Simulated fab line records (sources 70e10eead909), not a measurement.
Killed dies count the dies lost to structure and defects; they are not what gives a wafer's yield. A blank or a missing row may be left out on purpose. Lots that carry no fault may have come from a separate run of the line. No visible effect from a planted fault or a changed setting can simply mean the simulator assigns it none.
Which tool was responsible? | flow nandHarc | 11 lots with 33 wafers sampled at 5 steps, on a route of 1302 steps

## WHAT THE GAUGES SHOWED, per wafer
NHARC_A_ONON_D1_THK_MEAS_08: measures by ellipsometry.
lot  | measured     | on           | thkNm (nm)
L775 | day 8 21:02  | filmMetro-02 | 1001 998 999
L781 | day 11 04:35 | filmMetro-01 | 1001 1002 707
L784 | day 12 08:14 | filmMetro-02 | 713 1008 711
L787 | day 14 01:04 | filmMetro-01 | 1002 1001 1002
L790 | day 15 00:05 | filmMetro-01 | 988 989 988
L791 | day 15 10:02 | filmMetro-01 | 1017 1013 1017
L793 | day 16 04:29 | filmMetro-01 | 1007 1006 1004
L792 | day 16 04:28 | filmMetro-01 | 1023 1023 1022
L794 | day 16 22:23 | filmMetro-01 | 1006 1008 1007
L795 | day 17 06:26 | filmMetro-01 | 1012 1012 1010
L796 | day 17 17:39 | filmMetro-01 | 995 994 996

## WHAT TOOL EACH LOT RAN ON (gives the tool, then ch and the chambers of the sampled wafers, and finally the start)
lot  | NHARC_P_BONDPAD_ETCH_24                      | NHARC_P_BONDPAD_ACTIVATE_29       | NHARC_A_ZERO_WELL_ETCH_19         | NHARC_A_ONON_D1_DEP_06
L775 | rieDiel-10 ch 1,3, day 7 21:19 or earlier    | rieDiel-10 ch 0,1,2, day 7 21:19  | rieDiel-04 ch 0,1,2, day 7 22:40  | pecvdOnon-04 ch 0, day 8 20:35
L781 | rieDiel-05 ch 1,2,3, day 9 23:52 or earlier  | rieDiel-12 ch 0,3, day 9 23:52    | rieDiel-09 ch 0,1, day 10 01:20   | pecvdOnon-04 ch 0, day 11 04:15
L784 | rieDiel-12 ch 0,2,3, day 11 06:33 or earlier | rieDiel-12 ch 2,3, day 11 06:33   | rieDiel-09 ch 2,3, day 11 07:55   | pecvdOnon-04 ch 0, day 12 07:43
L787 | rieDiel-10 ch 1,2,3, day 12 23:27 or earlier | rieDiel-10 ch 0,1,3, day 12 23:27 | rieDiel-04 ch 0,1,2, day 13 00:57 | pecvdOnon-01 ch 0, day 14 00:33
L790 | rieDiel-12 ch 0,2, day 13 21:27              | rieDiel-05 ch 1,2,3, day 13 23:33 | rieDiel-04 ch 0,1,2, day 14 01:03 | pecvdOnon-04 ch 0, day 14 23:35
L791 | rieDiel-05 ch 1,2,3, day 14 09:10 or earlier | rieDiel-10 ch 0,3, day 14 09:10   | rieDiel-02 ch 0,1,2, day 14 10:32 | pecvdOnon-02 ch 0, day 15 09:32
L793 | rieDiel-12 ch 0,3, day 15 01:49 or earlier   | rieDiel-12 ch 1,2,3, day 15 01:49 | rieDiel-09 ch 1,2,3, day 15 03:10 | pecvdOnon-02 ch 0, day 16 04:05
L792 | rieDiel-12 ch 1,2, day 15 02:41 or earlier   | rieDiel-10 ch 0,1,2, day 15 02:41 | rieDiel-09 ch 2,3, day 15 04:02   | pecvdOnon-04 ch 0, day 16 04:01
L794 | rieDiel-10 ch 1,2, day 15 21:59 or earlier   | rieDiel-05 ch 0,1,2, day 15 21:59 | rieDiel-02 ch 1,3, day 15 23:29   | pecvdOnon-02 ch 0, day 16 21:56
L795 | rieDiel-05 ch 0,1,2, day 16 04:33 or earlier | rieDiel-10 ch 2,3, day 16 04:33   | rieDiel-09 ch 0,2,3, day 16 05:55 | pecvdOnon-04 ch 0, day 17 05:55
L796 | rieDiel-12 ch 0,1, day 16 16:52 or earlier   | rieDiel-12 ch 2,3, day 16 16:52   | rieDiel-04 ch 1,2,3, day 16 18:22 | pecvdOnon-02 ch 0, day 17 17:08
- NHARC_P_BONDPAD_ETCH_24: etches the open film in CF4/N2, target depth 30 nm, time 72.99 s.
- NHARC_P_BONDPAD_ACTIVATE_29: chemistry N2, time 60 s.
- NHARC_A_ZERO_WELL_ETCH_19: etches the open film in N2/H2, target depth 80 nm, overetch 24 nm, time 87.88 s.
- NHARC_A_ONON_D1_DEP_06: target thk 1000 nm.

## THE ANSWER, worked out from the rows above alone
Rule: the usual values come from the lots themselves. The widest of any qualifying gaps counts: lots, ordered by their means at a reading, are off when they make up no more than a third of the lots, leave a main group of 4 or more, and stand apart from it by 3 or more times the standard deviation of that group's means. If all means in a main group match to the digits the tables above print for the reading, that group is not used. Also off: a lot with no number at a reading for which 4 or more lots have one. Where the step has rows for the other lots, those lots are counted as sound.
Off: L781, L784 (NHARC_A_ONON_D1_THK_MEAS_08, thkNm). For the main group the mean is 1005 nm and the standard deviation 10.
If a tool, at a process step before that reading, ran all the lots that are off and no sound lot after the first of them, it fits. Gauges at NHARC_A_ONON_D1_THK_MEAS_08: tried the same way as those tools. NHARC_P_BONDPAD_ETCH_24: start missing for some lots; hours and lot order therefore follow NHARC_P_BONDPAD_ACTIVATE_29. Of those tried, none fits.

## WHAT THE SIMULATOR PUT IN
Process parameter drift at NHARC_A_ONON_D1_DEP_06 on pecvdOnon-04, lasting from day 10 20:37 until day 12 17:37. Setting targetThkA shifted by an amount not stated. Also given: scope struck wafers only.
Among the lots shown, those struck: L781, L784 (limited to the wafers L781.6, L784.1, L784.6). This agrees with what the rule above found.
